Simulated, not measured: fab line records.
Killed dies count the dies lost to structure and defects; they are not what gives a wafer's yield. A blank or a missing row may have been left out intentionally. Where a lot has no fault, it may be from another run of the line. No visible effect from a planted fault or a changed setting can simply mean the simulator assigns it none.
Chamber matching ; flow n5 finfet ; N5_BEOL_M9_ILD_DEP_00 on pecvd-03: 3 sister chambers
The step deposits SiCOH lowk from DEMS/porogen, target thk 308.51 nm, time 58 s. 20 wafers are shown with their chamber, then 10 later ones without.

## WAFERS, EACH WITH ITS CHAMBER
wafer;chamber;throttle valve pct (%);heater power w (W);showerhead plenum p Torr (Torr)
L077.1;0;13.4;279;5.750
L077.2;1;15.8;267;5.763
L077.3;2;13.0;349;5.731
L077.4;2;13.1;348;5.715
L077.5;1;16.0;273;5.760
L077.6;0;13.2;283;5.742
L081.1;1;15.9;278;5.736
L081.3;1;16.0;284;5.757
L081.6;1;16.0;283;5.761
L086.1;2;12.8;333;5.733
L086.4;1;15.8;254;5.732
L086.5;2;13.1;324;5.744
L085.1;2;12.9;354;5.744
L085.2;1;16.0;276;5.749
L085.6;1;16.1;281;5.757
L092.1;2;13.1;356;5.733
L092.3;0;13.3;307;5.743
L092.5;1;15.8;277;5.740
L093.3;2;13.1;318;5.721
L093.5;1;16.0;279;5.743

SIGNATURES, as means of the wafers listed above
reading;chamber 0;chamber 1;chamber 2;scatter within a chamber
throttle valve pct;13.300;15.940;13.014;0.112
heater power w;289.67;275.20;340.29;12.3
showerhead plenum p Torr;5.74500;5.74980;5.73157;0.0106
Rule: distance of a wafer from a chamber = root of the sum over the readings of ((wafer's reading minus chamber's mean) / reading's scatter) squared. If the next closest chamber is less than 2 further off than the closest, the wafer can't be placed; otherwise it belongs to the closest. The scatter is the square root of a quotient: the sum, over the shown wafers, of each reading's squared deviation from its chamber's mean, divided by wafers minus chambers.

## WAFERS WHOSE CHAMBER IS MISSING
wafer;throttle valve pct (%);heater power w (W);showerhead plenum p Torr (Torr)
L093.6;13.0;317;5.741
L094.1;13.2;291;5.739
L094.2;16.0;277;5.749
L094.4;13.1;297;5.745
L097.1;15.7;277;5.755
L097.2;13.1;316;5.742
L097.3;13.3;325;5.726
L097.4;13.1;336;5.731
L097.5;13.1;313;5.750
L097.6;15.8;284;5.757

## EACH ONE'S CHAMBER
wafer;from the rows above;in truth
L093.6;can't be placed: 2 or 0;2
L094.1;0;0
L094.2;1;1
L094.4;can't be placed: 0 or 2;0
L097.1;1;1
L097.2;can't be placed: 2 or 0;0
L097.3;can't be placed: 2 or 0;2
L097.4;2;2
L097.5;can't be placed: 0 or 2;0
L097.6;1;1
Correct placement for 5 of the 10. Cannot be placed on the basis of these rows: 5; the candidates contain the true chamber in 5. Number placed wrongly: 0.
